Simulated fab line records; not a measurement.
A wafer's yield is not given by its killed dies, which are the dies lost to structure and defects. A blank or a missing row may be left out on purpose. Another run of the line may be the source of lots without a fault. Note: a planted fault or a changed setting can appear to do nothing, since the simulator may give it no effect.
Matching of chambers    flow nandHarc    rieDiel-10 running NHARC_P_M0_DESCUM_14: 3 sister chambers
The step chemistry O2, time 3 s. 3 wafers are shown with their chamber, then 5 later ones without.

## WAFERS PAIRED WITH THEIR CHAMBERS
wafer   chamber  showerheadPlenumPTorr (Torr)
L082.2  0        1.95
L086.1  3        1.87
L086.2  2        2.04

## WAFERS MISSING THEIR CHAMBER
wafer   showerheadPlenumPTorr (Torr)
L088.1  2.04
L088.3  1.86
L088.4  1.95
L095.2  1.86
L095.5  1.94

## THE CHAMBER EACH PASSED THROUGH
wafer   from the rows above  in truth
L088.1  2                    2
L088.3  3                    3
L088.4  0                    0
L095.2  3                    3
L095.5  0                    0
Placed correctly: 5 of 5. Not placeable from these rows: 0. Wrongly placed: 0.
How it was worked out, from the rows above alone: a wafer's distance from a chamber is the root of the sum, over the readings, of the square of ((its reading less the chamber's mean) divided by the reading's scatter). If the next closest chamber is less than 2 further off than the closest, the wafer can't be placed; otherwise it belongs to the closest. For every chamber, the mean is computed from those of its wafers that are shown. The scatter: with one shown wafer a chamber, the root of the mean of the squares of how far each hidden wafer lies from its nearest shown one.
